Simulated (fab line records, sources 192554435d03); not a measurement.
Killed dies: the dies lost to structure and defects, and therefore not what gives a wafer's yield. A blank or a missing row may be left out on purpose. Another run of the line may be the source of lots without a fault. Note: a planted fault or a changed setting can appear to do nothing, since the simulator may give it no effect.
Matching of chambers	flow n5 finfet	N5_BEOL_M7_ETCH_72 on rie diel-05 has 4 sister chambers
The step etches underlayer in N2/H2, target depth 6.5 nm, time 5.2 s. 8 wafers are shown with their chamber, then 9 later ones without.

== WAFERS WITH THEIR CHAMBER ==
wafer	chamber	drypump motor current A (A)	showerhead plenum p Torr (Torr)
L075.1	0	5.0	2.65
L080.2	2	5.3	2.48
L080.6	3	5.8	2.65
L083.1	0	5.1	2.64
L083.6	1	6.0	2.52
L084.2	2	5.3	2.48
L084.3	1	6.0	2.52
L084.5	3	5.8	2.64

== WAFERS WITH NO CHAMBER GIVEN ==
wafer	drypump motor current A (A)	showerhead plenum p Torr (Torr)
L086.1	5.3	2.48
L086.4	6.0	2.52
L086.5	5.8	2.64
L090.1	5.3	2.47
L090.5	5.3	2.47
L090.6	6.0	2.51
L095.1	5.3	2.47
L095.3	5.8	2.63
L095.6	5.8	2.63

== WHICH CHAMBER EACH WENT THROUGH ==
wafer	from the rows above	in truth
L086.1	2	2
L086.4	1	1
L086.5	3	3
L090.1	2	2
L090.5	2	2
L090.6	1	1
L095.1	2	2
L095.3	3	3
L095.6	3	3
9 of 9 placed correctly. From these rows, 0 cannot be placed. Wrongly placed: 0.
How it was worked out, from the rows above alone: a wafer's distance from a chamber is the root of the sum, over the readings, of the square of ((its reading less the chamber's mean) divided by the reading's scatter). If the next closest chamber is less than 2 further off than the closest, the wafer can't be placed; otherwise it belongs to the closest. For every chamber, the mean is computed from those of its wafers that are shown. The scatter: the root of (the sum of the squares of (reading less its chamber's mean) over the shown wafers, divided by (wafers less chambers)).
